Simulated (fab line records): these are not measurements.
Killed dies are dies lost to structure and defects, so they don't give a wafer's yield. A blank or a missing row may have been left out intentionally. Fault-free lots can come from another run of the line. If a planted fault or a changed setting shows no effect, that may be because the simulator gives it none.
Which tool was responsible? + flow n5Finfet + 11 lots with 32 wafers sampled at 3 steps, on a route of 1938 steps

WHAT EACH GAUGE READ, for each wafer
N5_BEOL_M9_CD_MEAS_11: the cd target is 64.1 nm. Usual: cdNm 63.9 nm, standard deviation 0.61.
| lot  | measured     | on       | cdNm (nm)      | flag |
|------|--------------|----------|----------------|------|
| L586 | day 10 08:24 | cdSem-01 | 63.0 65.0 63.8 |      |
| L588 | day 11 01:46 | cdSem-02 | 64.2 64.3 64.3 |      |
| L589 | day 11 07:08 | cdSem-01 | 63.7 64.5 63.5 |      |
| L591 | day 11 11:11 | cdSem-01 | 63.5 63.0 64.6 |      |
| L590 | day 11 11:22 | cdSem-02 | 63.6 64.3 64.3 |      |
| L592 | day 11 15:24 | cdSem-02 | 64.1 64.1 64.5 |      |
| L593 | day 11 19:40 | cdSem-02 | 64.7 64.3 64.5 |      |
| L594 | day 12 19:05 | cdSem-02 | 62.4 63.7 64.4 |      |
| L602 | day 14 18:19 | cdSem-01 | 63.7 64.0 64.5 |      |
| L605 | day 15 10:05 | cdSem-02 | 64.1 64.3      |      |
| L608 | day 15 18:33 | cdSem-03 | 62.7 62.5 64.2 |      |

N5_BEOL_M9_CD_MEAS_18: pitch 140 nm, target cd 70 nm. Usual: cdNm 69.8 nm, standard deviation 0.69.
| lot  | measured     | on       | cdNm (nm)      | flag |
|------|--------------|----------|----------------|------|
| L586 | day 10 08:59 | cdSem-01 | 69.1 70.7 69.5 |      |
| L588 | day 11 02:18 | cdSem-01 | 69.9 69.3 70.4 |      |
| L589 | day 11 08:49 | cdSem-01 | 70.1 70.3 69.5 |      |
| L591 | day 11 12:32 | cdSem-02 | 69.0 68.8 70.2 |      |
| L590 | day 11 12:48 | cdSem-01 | 68.8 70.6 69.5 |      |
| L592 | day 11 16:37 | cdSem-01 | 69.8 70.2 71.0 |      |
| L593 | day 11 21:19 | cdSem-02 | 70.5 70.1 70.6 |      |
| L594 | day 12 20:37 | cdSem-01 | 67.9 69.0 69.8 |      |
| L602 | day 14 19:15 | cdSem-01 | 69.5 70.1 69.7 |      |
| L605 | day 15 10:37 | cdSem-01 | 71.1 70.7      |      |
| L608 | day 15 19:05 | cdSem-03 | 68.9 68.6 70.9 |      |

WHICH TOOL RAN EACH LOT (tool, then ch and the chambers of the sampled wafers, then the start)
| lot  | N5_BEOL_M9_ETCH_61                |
|------|-----------------------------------|
| L586 | rieDiel-04 ch 2,3, day 10 08:31   |
| L588 | rieDiel-03 ch 0,1, day 11 01:53   |
| L589 | rieDiel-01 ch 0,1,2, day 11 08:11 |
| L591 | rieDiel-01 ch 0,1, day 11 11:58   |
| L590 | rieDiel-01 ch 0,1,2, day 11 12:14 |
| L592 | rieDiel-01 ch 0,1,3, day 11 16:08 |
| L593 | rieDiel-01 ch 0,1,3, day 11 20:39 |
| L594 | rieDiel-04 ch 1,3, day 12 20:12   |
| L602 | rieDiel-04 ch 0,1,3, day 14 18:43 |
| L605 | rieDiel-03 ch 1,2, day 15 10:13   |
| L608 | rieDiel-03 ch 1,2,3, day 15 18:40 |
- N5_BEOL_M9_ETCH_61: etches SiARC in CF4, target depth 39 nm, time 65 s.

AS READ BY THE TOOLS THEMSELVES (means over the sampled wafers that have a number; for cases with no such wafer, the mark the record gives instead)
N5_BEOL_M9_ETCH_61. Usual: drypumpMotorCurrentA 5.4 A (standard deviation 0.46); etchRfOnTimeS 64.9 s (standard deviation 2.2); oesProductAu 0.69 a.u. (standard deviation 0.068); rfFwdPowerW 538 W (standard deviation 3.2); rfVppV 184.1 V (standard deviation 1.2); showerheadPlenumPTorr 2.14 Torr (standard deviation 0.073); throttleValvePct 15.64 % (standard deviation 0.24).
| lot  | tool       | drypumpMotorCurrentA (A) | etchRfOnTimeS (s) | oesProductAu (a.u.) | rfFwdPowerW (W) | rfVppV (V) | showerheadPlenumPTorr (Torr) | throttleValvePct (%) | flag |
|------|------------|--------------------------|-------------------|---------------------|-----------------|------------|------------------------------|----------------------|------|
| L586 | rieDiel-04 | 5.3                      | 66.2              | 0.61                | 534             | 183.1      | 2.04                         | 15.57                |      |
| L588 | rieDiel-03 | 5.4                      | 63.1              | 0.67                | 540             | 184.6      | 2.17                         | 15.74                |      |
| L589 | rieDiel-01 | 5.3                      | 67.1              | 0.71                | 541             | 183.7      | 2.13                         | 15.59                |      |
| L591 | rieDiel-01 | 5.2                      | 66.6              | 0.72                | 539             | 185.0      | 2.19                         | 15.64                |      |
| L590 | rieDiel-01 | 5.3                      | 67.3              | 0.71                | 540             | 184.0      | 2.13                         | 15.58                |      |
| L592 | rieDiel-01 | 5.3                      | 64.9              | 0.72                | 540             | 184.9      | 2.17                         | 15.58                |      |
| L593 | rieDiel-01 | 5.3                      | 65.0              | 0.72                | 539             | 184.2      | 2.17                         | 15.58                |      |
| L594 | rieDiel-04 | 6.1                      | 63.9              | 0.63                | 536             | 184.2      | 2.12                         | 15.77                |      |
| L602 | rieDiel-04 | 5.8                      | 63.9              | 0.66                | 536             | 183.7      | 2.13                         | 15.74                |      |
| L605 | rieDiel-03 | 5.3                      | 64.4              | 0.63                | 536             | 183.2      | 2.13                         | 15.87                |      |
| L608 | rieDiel-03 | 5.6                      | 64.2              | 0.65                | 536             | 183.6      | 2.12                         | 15.82                |      |

THE ANSWER, worked out from the rows above alone
Rule: lot off if the mean of its wafers having a number is beyond 3 standard deviations from the usual mean. A lot without any number at a reading at which 4 lots or more have one is off too. All remaining lots with rows at the step are treated as sound. The gauges are gone through in route order, then the tools' own readings, and for those a lot's mean is taken as printed above. The first step at which some lot is off is used, and at that step the reading that is off furthest; a lot without a number counts as furthest.
No lot is off on any of the readings shown, so nothing can be concluded from this.

WHAT THE SIMULATOR HAD PUT IN
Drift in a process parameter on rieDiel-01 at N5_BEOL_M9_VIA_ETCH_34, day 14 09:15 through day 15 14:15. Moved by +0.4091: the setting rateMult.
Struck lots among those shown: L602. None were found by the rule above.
